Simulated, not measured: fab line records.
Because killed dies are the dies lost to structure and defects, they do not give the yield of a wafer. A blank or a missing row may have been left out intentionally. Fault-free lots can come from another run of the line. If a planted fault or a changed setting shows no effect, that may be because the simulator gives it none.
Chamber matching	flow n5_finfet	N5_SDB_DESCUM_16 on rie_diel-05 has 4 sister chambers
The step chemistry O2, time 7.9 s. 14 wafers are shown with their chamber, then 7 later ones without.

WAFERS WITH THEIR CHAMBER
wafer	chamber	showerhead_plenum_p_Torr (Torr)	throttle_valve_pct (%)	oes_product_au (a.u.)
L079.1	1	2.19	20.11	0.78
L079.4	0	1.97	20.74	0.70
L079.6	1	2.19	20.15	0.78
L081.3	0	1.97	20.77	0.70
L081.5	0	1.97	20.75	0.70
L081.6	1	2.19	20.15	0.78
L082.1	1	2.19	20.14	0.77
L082.4	3	2.07	20.55	0.69
L082.6	1	2.19	20.15	0.77
L084.1	3	2.07	20.56	0.68
L084.2	1	2.19	20.15	0.77
L084.6	2	2.14	19.80	0.97
L086.1	2	2.14	19.83	0.95
L086.5	3	2.06	20.55	0.67

SIGNATURES, as means of the wafers listed above
reading	chamber 0	chamber 1	chamber 2	chamber 3	scatter within a chamber
showerhead_plenum_p_Torr	1.9700	2.1900	2.1400	2.0667	0.00258
throttle_valve_pct	20.7533	20.1417	19.8150	20.5533	0.0151
oes_product_au	0.7000	0.7750	0.9600	0.6800	0.00742
Rule: for each reading, subtract the chamber's mean from the wafer's reading, divide by that reading's scatter and square the result; add these up over the readings and take the root, which gives the wafer's distance from the chamber. The wafer belongs to the nearest chamber; if the next one is less than 2 further off, it can't be placed. The scatter is the square root of a quotient: the sum, over the shown wafers, of each reading's squared deviation from its chamber's mean, divided by wafers minus chambers.

WAFERS WITHOUT THEIR CHAMBER
wafer	showerhead_plenum_p_Torr (Torr)	throttle_valve_pct (%)	oes_product_au (a.u.)
L086.6	2.23	20.35	0.96
L091.1	2.14	19.81	0.92
L091.2	2.06	20.57	0.66
L091.3	2.18	20.18	0.75
L097.3	2.18	20.20	0.74
L097.4	2.14	19.83	0.91
L097.6	2.06	20.62	0.65

WHICH CHAMBER EACH ONE RAN IN
wafer	from the rows above	in truth
L086.6	1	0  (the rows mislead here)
L091.1	2	2
L091.2	3	3
L091.3	1	1
L097.3	1	1
L097.4	2	2
L097.6	3	3
Placed correctly: 6 of 7. Not placeable from these rows: 0. Wrongly placed: 1.
